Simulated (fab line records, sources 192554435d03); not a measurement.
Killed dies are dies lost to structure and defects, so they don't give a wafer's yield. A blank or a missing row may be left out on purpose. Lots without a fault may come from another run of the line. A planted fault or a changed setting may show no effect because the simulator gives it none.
Chamber matching | flow n5_finfet | N5_BEOL_M6_STRIP_19 on rie_diel-01: 3 sister chambers
The step strips in O2. 16 wafers are shown with their chamber, then 7 later ones without.

WAFERS WITH THEIR CHAMBER
wafer  | chamber | throttle_valve_pct (%) | showerhead_plenum_p_Torr (Torr) | oes_product_au (a.u.)
L075.2 | 3       | 16.64                  | 2.15                            | 0.72
L075.4 | 2       | 17.07                  | 2.19                            | 0.71
L075.6 | 3       | 16.66                  | 2.15                            | 0.71
L080.1 | 2       | 17.07                  | 2.19                            | 0.71
L080.3 | 3       | 16.65                  | 2.15                            | 0.70
L080.6 | 2       | 17.07                  | 2.19                            | 0.70
L081.2 | 3       | 16.66                  | 2.15                            | 0.70
L081.3 | 2       | 17.08                  | 2.19                            | 0.70
L081.5 | 3       | 16.67                  | 2.15                            | 0.70
L082.1 | 1       | 16.73                  | 2.14                            | 0.84
L082.2 | 2       | 17.09                  | 2.19                            | 0.70
L082.4 | 3       | 16.66                  | 2.15                            | 0.71
L088.2 | 1       | 16.74                  | 2.14                            | 0.82
L088.3 | 3       | 16.69                  | 2.14                            | 0.69
L088.5 | 2       | 17.13                  | 2.18                            | 0.70
L090.1 | 3       | 16.71                  | 2.14                            | 0.67

SIGNATURES (means of the wafers above)
reading                  | chamber 1 | chamber 2 | chamber 3 | scatter within a chamber
throttle_valve_pct       | 16.7350   | 17.0850   | 16.6675   | 0.0221
showerhead_plenum_p_Torr | 2.1400    | 2.1883    | 2.1475    | 0.00424
oes_product_au           | 0.8300    | 0.7033    | 0.7000    | 0.0122
Rule: a wafer's distance from a chamber is the root of the sum, over the readings, of the square of ((its reading less the chamber's mean) divided by the reading's scatter). The wafer belongs to the nearest chamber; if the next one is less than 2 further off, it can't be placed. The scatter: the root of (the sum of the squares of (reading less its chamber's mean) over the shown wafers, divided by (wafers less chambers)).

WAFERS WITHOUT THEIR CHAMBER
wafer  | throttle_valve_pct (%) | showerhead_plenum_p_Torr (Torr) | oes_product_au (a.u.)
L090.4 | 16.75                  | 2.13                            | 0.82
L090.5 | 17.12                  | 2.18                            | 0.68
L091.3 | 16.71                  | 2.14                            | 0.69
L091.5 | 16.76                  | 2.13                            | 0.82
L091.6 | 17.10                  | 2.18                            | 0.68
L096.3 | 17.16                  | 2.17                            | 0.68
L096.4 | 16.72                  | 2.14                            | 0.67

WHICH CHAMBER EACH WENT THROUGH
wafer  | from the rows above | in truth
L090.4 | 1                   | 1
L090.5 | 2                   | 2
L091.3 | 3                   | 3
L091.5 | 1                   | 1
L091.6 | 2                   | 2
L096.3 | 2                   | 2
L096.4 | 3                   | 3
Placed correctly: 7 of 7. Can't be placed from these rows: 0. Placed wrongly: 0.
